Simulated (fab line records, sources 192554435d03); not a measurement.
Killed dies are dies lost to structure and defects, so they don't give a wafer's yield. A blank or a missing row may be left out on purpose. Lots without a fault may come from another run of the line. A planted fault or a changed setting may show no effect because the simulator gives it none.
Chamber matching | flow n5_finfet | N5_FIN_SAQP_PECVD_06 on pecvd-03: 3 sister chambers
The step deposits a-Si from SiH4/He, target thk 60 nm, time 48.1 s. 6 wafers are shown with their chamber, then 9 later ones without.

WAFERS WITH THEIR CHAMBER
wafer  | chamber | throttle_valve_pct (%) | heater_power_w (W)
L078.1 | 2       | 17.5                   | 975
L082.4 | 1       | 16.9                   | 606
L082.6 | 2       | 17.4                   | 851
L083.1 | 1       | 17.0                   | 664
L083.2 | 0       | 20.4                   | 770
L083.5 | 0       | 20.4                   | 768

WAFERS WITHOUT THEIR CHAMBER
wafer  | throttle_valve_pct (%) | heater_power_w (W)
L084.1 | 16.8                   | 699
L084.2 | 20.6                   | 793
L084.4 | 17.5                   | 950
L086.1 | 20.6                   | 726
L086.3 | 16.9                   | 696
L086.4 | 17.6                   | 877
L097.1 | 17.7                   | 1002
L097.3 | 20.5                   | 790
L097.5 | 17.6                   | 1007

WHICH CHAMBER EACH WENT THROUGH
wafer  | from the rows above | in truth
L084.1 | 1                   | 1
L084.2 | 0                   | 0
L084.4 | 2                   | 2
L086.1 | 0                   | 0
L086.3 | 1                   | 1
L086.4 | 2                   | 2
L097.1 | 2                   | 2
L097.3 | 0                   | 0
L097.5 | 2                   | 2
Placed correctly: 9 of 9. Can't be placed from these rows: 0. Placed wrongly: 0.
How it was worked out, from the rows above alone: a wafer's distance from a chamber is the root of the sum, over the readings, of the square of ((its reading less the chamber's mean) divided by the reading's scatter). The wafer belongs to the nearest chamber; if the next one is less than 2 further off, it can't be placed. A chamber's mean is the mean of its shown wafers. The scatter: the root of (the sum of the squares of (reading less its chamber's mean) over the shown wafers, divided by (wafers less chambers)).
